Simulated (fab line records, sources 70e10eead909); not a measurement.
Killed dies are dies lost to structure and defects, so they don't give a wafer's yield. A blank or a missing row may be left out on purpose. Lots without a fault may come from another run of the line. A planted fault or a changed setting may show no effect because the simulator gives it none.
Chamber matching | flow nand_harc | NHARC_A_M0_DEP_32 on pecvd-01: 3 sister chambers
The step deposits SiCN, target thk 30 nm. 3 wafers are shown with their chamber, then 10 later ones without.

WAFERS WITH THEIR CHAMBER
wafer  | chamber | heater_power_w (W)
L092.1 | 2       | 520
L092.2 | 1       | 633
L092.4 | 0       | 712

WAFERS WITHOUT THEIR CHAMBER
wafer  | heater_power_w (W)
L092.5 | 501
L094.1 | 575
L094.2 | 808
L094.3 | 523
L094.4 | 803
L094.5 | 585
L094.6 | 523
L096.1 | 447
L096.2 | 609
L096.3 | 708

WHICH CHAMBER EACH WENT THROUGH
wafer  | from the rows above          | in truth
L092.5 | 2                            | 2
L094.1 | can't be placed: 2 or 1 or 0 | 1
L094.2 | can't be placed: 0 or 1      | 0
L094.3 | can't be placed: 2 or 1      | 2
L094.4 | can't be placed: 0 or 1      | 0
L094.5 | can't be placed: 1 or 2 or 0 | 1
L094.6 | can't be placed: 2 or 1      | 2
L096.1 | 2                            | 2
L096.2 | can't be placed: 1 or 2 or 0 | 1
L096.3 | can't be placed: 0 or 1      | 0
Placed correctly: 2 of 10. Can't be placed from these rows: 8 (the true chamber is among the candidates in 8). Placed wrongly: 0.
How it was worked out, from the rows above alone: a wafer's distance from a chamber is the root of the sum, over the readings, of the square of ((its reading less the chamber's mean) divided by the reading's scatter). The wafer belongs to the nearest chamber; if the next one is less than 2 further off, it can't be placed. A chamber's mean is the mean of its shown wafers. The scatter: with one shown wafer a chamber, the root of the mean of the squares of how far each hidden wafer lies from its nearest shown one.
